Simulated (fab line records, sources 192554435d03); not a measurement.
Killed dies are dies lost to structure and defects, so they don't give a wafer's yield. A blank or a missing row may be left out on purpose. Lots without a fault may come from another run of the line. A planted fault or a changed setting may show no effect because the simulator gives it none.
Chamber matching | flow n5_finfet | N5_BEOL_M10_ILD_DEP_00 on pecvd-03: 3 sister chambers
The step deposits SiCOH lowk from DEMS/porogen, target thk 308.51 nm, time 58 s. 6 wafers are shown with their chamber, then 8 later ones without.

WAFERS WITH THEIR CHAMBER
wafer  | chamber | throttle_valve_pct (%) | heater_power_w (W)
L078.3 | 1       | 13.8                   | 278
L080.5 | 2       | 12.9                   | 336
L086.2 | 0       | 14.0                   | 244
L086.3 | 1       | 13.9                   | 284
L086.6 | 0       | 13.9                   | 258
L088.3 | 2       | 13.0                   | 364

WAFERS WITHOUT THEIR CHAMBER
wafer  | throttle_valve_pct (%) | heater_power_w (W)
L088.5 | 13.0                   | 391
L088.6 | 14.1                   | 240
L093.3 | 13.8                   | 269
L093.5 | 13.3                   | 393
L093.6 | 13.9                   | 279
L079.1 | 13.7                   | 311
L079.2 | 13.7                   | 284
L079.6 | 12.8                   | 411

WHICH CHAMBER EACH WENT THROUGH
wafer  | from the rows above     | in truth
L088.5 | 2                       | 2
L088.6 | 0                       | 0
L093.3 | can't be placed: 1 or 0 | 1
L093.5 | 2                       | 2
L093.6 | can't be placed: 1 or 0 | 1
L079.1 | 1                       | 1
L079.2 | 1                       | 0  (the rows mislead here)
L079.6 | 2                       | 2
Placed correctly: 5 of 8. Can't be placed from these rows: 2 (the true chamber is among the candidates in 2). Placed wrongly: 1.
How it was worked out, from the rows above alone: a wafer's distance from a chamber is the root of the sum, over the readings, of the square of ((its reading less the chamber's mean) divided by the reading's scatter). The wafer belongs to the nearest chamber; if the next one is less than 2 further off, it can't be placed. A chamber's mean is the mean of its shown wafers. The scatter: the root of (the sum of the squares of (reading less its chamber's mean) over the shown wafers, divided by (wafers less chambers)).
